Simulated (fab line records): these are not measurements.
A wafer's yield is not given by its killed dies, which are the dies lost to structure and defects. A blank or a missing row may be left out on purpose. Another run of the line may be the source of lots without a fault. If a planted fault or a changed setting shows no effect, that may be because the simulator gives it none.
Split-lot trial    flow n5_finfet    39 wafers read from 7 lots, route of 1938 steps

## ABOUT THE SPLIT
At N5_MOL_CONTACT_COAG_EXPOSE_05 (exposes mask CA, defocus 0 nm), the setting dose_mj was moved away from the recipe's 38.25 on 18 of the 39 wafers read, by -5.9% to +7.2%. The other wafers ran this setting at the recipe's value.

## FROM THE SPLIT TO THE READING: what the file shows between them, 13 steps
- N5_MOL_CONTACT_COAG_PEB_06: peb time 60 s
- N5_MOL_CONTACT_COAG_DEVELOP_07: develop time 30 s
- N5_MOL_CONTACT_COAG_CD_MEAS_08: target cd 28 nm
- N5_MOL_CONTACT_COAG_DESCUM_13: chemistry O2, time 7 s
- N5_MOL_CONTACT_COAG_ETCH_59: etches underlayer in N2/H2, target depth 13 nm, time 10.4 s
- N5_MOL_CONTACT_COAG_ETCH_105: etches SiARC in CF4, target depth 15.6 nm, time 26 s
- N5_MOL_CONTACT_COAG_ETCH_106: etches SOC in N2/H2, target depth 80 nm, overetch 16 nm, time 120 s
- N5_MOL_CONTACT_COAG_STRIP_107: strips in N2/H2
- N5_MOL_CONTACT_COAG_CONTACT_ETCH_14: etches SiO2 in C4F6/O2, target depth 27.5 nm, overetch 8.5 nm, time 20 s
- N5_MOL_CONTACT_COAG_STRIP_109: strips in C4F6/O2
- N5_MOL_CONTACT_COAG_ETCH_15: etches SiNx in CH3F/O2, stops on Si:P, target depth 7 nm
- N5_MOL_CONTACT_COAG_ETCH_110: etches Si in CF4/O2, target depth 2.5 nm, time 8 s
- N5_MOL_CONTACT_COAG_STRIP_98: strips in N2/H2

## THE READING
cd_nm (nm) at N5_MOL_CONTACT_COAG_CD_MEAS_99, where the cd target is 17.2 nm. On this fab line, fault-free wafers typically give 17.2 nm with a standard deviation of 0.38 nm.

wafer   tool, chamber at the split  dose_mj as run  against the recipe  cd_nm, nm  against lot-mates on the recipe
L076.1  euv_scanner-01, 0           40.4            +5.6%               18.9       +1.7
L076.2  euv_scanner-01, 0           38.25           recipe              17.0       -
L076.3  euv_scanner-01, 0           40.4            +5.6%               18.4       +1.2
L076.4  euv_scanner-01, 0           40.4            +5.6%               18.5       +1.3
L076.5  euv_scanner-01, 0           38.25           recipe              17.5       -
L076.6  euv_scanner-01, 0           38.25           recipe              17.1       -
L079.1  euv_scanner-01, 0           40.63           +6.2%               18.5       +1.6
L079.2  euv_scanner-01, 0           38.25           recipe              16.6       -
L079.3  euv_scanner-01, 0           38.25           recipe              16.6       -
L079.4  euv_scanner-01, 0           40.63           +6.2%               18.6       +1.7
L079.5  euv_scanner-01, 0           38.25           recipe              17.5       -
L079.6  euv_scanner-01, 0           40.63           +6.2%               18.3       +1.4
L080.1  euv_scanner-02, 0           38.25           recipe              17.4       -
L080.2  euv_scanner-02, 0           36.95           -3.4%               16.8       -0.6
L080.3  euv_scanner-02, 0           38.25           recipe              17.3       -
L080.4  euv_scanner-02, 0           38.25           recipe              17.5       -
L080.5  euv_scanner-02, 0           36.95           -3.4%               16.4       -1.0
L080.6  euv_scanner-02, 0           36.95           -3.4%               15.9       -1.5
L081.1  euv_scanner-02, 0           39.33           +2.8%               18.2       +1.0
L081.2  euv_scanner-02, 0           38.25           recipe              17.3       -
L081.3  euv_scanner-02, 0           39.33           +2.8%               17.7       +0.5
L081.4  euv_scanner-02, 0           39.33           +2.8%               17.6       +0.4
L081.5  euv_scanner-02, 0           38.25           recipe              17.3       -
L081.6  euv_scanner-02, 0           38.25           recipe              17.1       -
L094.1  euv_scanner-01, 0           38.25           recipe              18.2       -
L094.2  euv_scanner-01, 0           38.25           recipe              17.2       -
L094.5  euv_scanner-01, 0           38.25           recipe              16.6       -
L095.1  euv_scanner-02, 0           38.25           recipe              17.4       -
L095.2  euv_scanner-02, 0           38.25           recipe              16.9       -
L095.3  euv_scanner-02, 0           41.02           +7.2%               17.9       +0.9
L095.4  euv_scanner-02, 0           38.25           recipe              16.7       -
L095.5  euv_scanner-02, 0           41.02           +7.2%               18.6       +1.6
L095.6  euv_scanner-02, 0           41.02           +7.2%               18.1       +1.1
L097.1  euv_scanner-02, 0           35.98           -5.9%               15.7       -1.6
L097.2  euv_scanner-02, 0           38.25           recipe              17.1       -
L097.3  euv_scanner-02, 0           38.25           recipe              17.5       -
L097.4  euv_scanner-02, 0           38.25           recipe              17.4       -
L097.5  euv_scanner-02, 0           35.98           -5.9%               15.5       -1.8
L097.6  euv_scanner-02, 0           35.98           -5.9%               16.2       -1.1

THE FIT
A straight line over all 39 wafers: cd_nm changes by +0.205 nm for each +1% of dose_mj; r = +0.89; the points scatter about the line by 0.38 nm.
The same after taking each lot's own level away (the mean of its wafers on the recipe; 39 wafers): +0.233 nm for each +1%; r = +0.92; scatter 0.35 nm.
That fit puts the effect of the largest move of dose_mj on the reading at 1.7 nm.
The span of the lots' own levels, 16.90 to 17.40 nm, comes to 1.3 times the standard deviation stated above.
Hence the slope depends on the lot-to-lot level, as the two fits are not the same.
Check: with one of the wafers moved furthest among these (+7.2%) left out of the fit, the line predicts +1.72 nm for it against its lot-mates. It came out at +0.9 nm against them.

## THESE WAFERS: OTHER SPLITS
Before the reading, these wafers also passed through other splits. Each is held against what the fit with the lots' levels taken away leaves over:
other split on the same wafers   wafers away from the commonest value  r with cd_nm (lot level and that fit taken away)
N5_DUMMY_GATE_EXPOSE_12 dose_mj  9                                     -0.06
N5_SD_EPI_P_ETCH_36 bias_w       12                                    -0.06
N5_SD_ACTIVATION_LSA_01 temp_c   18                                    -0.12

## THE WHOLE CHAIN: every reading that the file lists as answering this split, in the file's order
step                            what it does                                                 reading                                                                         change (the file's fit)                r (the file's)
N5_MOL_CONTACT_COAG_CD_MEAS_08  target cd 28 nm                                              cd_nm                                                                           +0.177 nm for each +1% of the setting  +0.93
N5_MOL_CONTACT_COAG_ETCH_59     etches underlayer in N2/H2, target depth 13 nm, time 10.4 s  MOL_CONTACT_COAG.cd_offset_nm (the simulator's own value, which no gauge read)  +0.205 nm for each +1% of the setting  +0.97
N5_MOL_CONTACT_COAG_ETCH_105    etches SiARC in CF4, target depth 15.6 nm, time 26 s         MOL_CONTACT_COAG.cd_offset_nm (the simulator's own value, which no gauge read)  +0.207 nm for each +1% of the setting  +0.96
N5_MOL_CONTACT_COAG_ETCH_15     etches SiNx in CH3F/O2, stops on Si:P, target depth 7 nm     MOL_CONTACT_COAG.cd_offset_nm (the simulator's own value, which no gauge read)  +0.217 nm for each +1% of the setting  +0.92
N5_MOL_CONTACT_COAG_CD_MEAS_99  target cd 17.2 nm                                            cd_nm                                                                           +0.23 nm for each +1% of the setting   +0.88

## THE FILE'S OWN FIT
cd_nm changes by +0.23 nm for each +1% of dose_mj, r = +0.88.
